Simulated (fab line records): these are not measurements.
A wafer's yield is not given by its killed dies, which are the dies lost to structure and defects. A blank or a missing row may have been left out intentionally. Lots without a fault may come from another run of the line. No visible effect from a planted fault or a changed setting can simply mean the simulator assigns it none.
Chamber matching ; flow n5 finfet ; 4 sister chambers for N5_MOL_CONTACT_COAG_ETCH_91 on rie diel-01
The step etches SOC in N2/H2, target depth 60 nm, overetch 21 nm, time 101.2 s. 4 wafers are shown with their chamber, then 11 later ones without.

## EACH WAFER AND ITS CHAMBER
wafer;chamber;drypump motor current A (A)
L085.4;3;5.4
L090.1;1;5.8
L090.2;2;5.6
L092.1;0;6.2

## WAFERS WITHOUT THEIR CHAMBER
wafer;drypump motor current A (A)
L092.3;5.6
L092.4;5.4
L094.1;5.4
L094.3;6.2
L094.5;6.2
L096.3;6.2
L096.5;5.8
L096.6;5.6
L097.2;5.7
L097.3;5.4
L097.5;5.4

## WHICH CHAMBER EACH WENT THROUGH
wafer;from the rows above;in truth
L092.3;2;2
L092.4;3;3
L094.1;3;3
L094.3;0;0
L094.5;0;0
L096.3;0;0
L096.5;1;1
L096.6;2;2
L097.2;can't be placed: 1 or 2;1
L097.3;3;3
L097.5;3;3
Correctly placed: 10 of 11. Unplaceable from these rows: 1, with the true chamber sitting among the candidates in 1. 0 placed wrongly.
How it was worked out, from the rows above alone: a wafer's distance from a chamber is the root of the sum, over the readings, of the square of ((its reading less the chamber's mean) divided by the reading's scatter). The wafer belongs to the nearest chamber; if the next one is less than 2 further off, it can't be placed. Each chamber's mean is taken over the wafers shown for it. The scatter: root of mean squared gap, hidden wafer to nearest shown wafer, with one shown wafer a chamber.
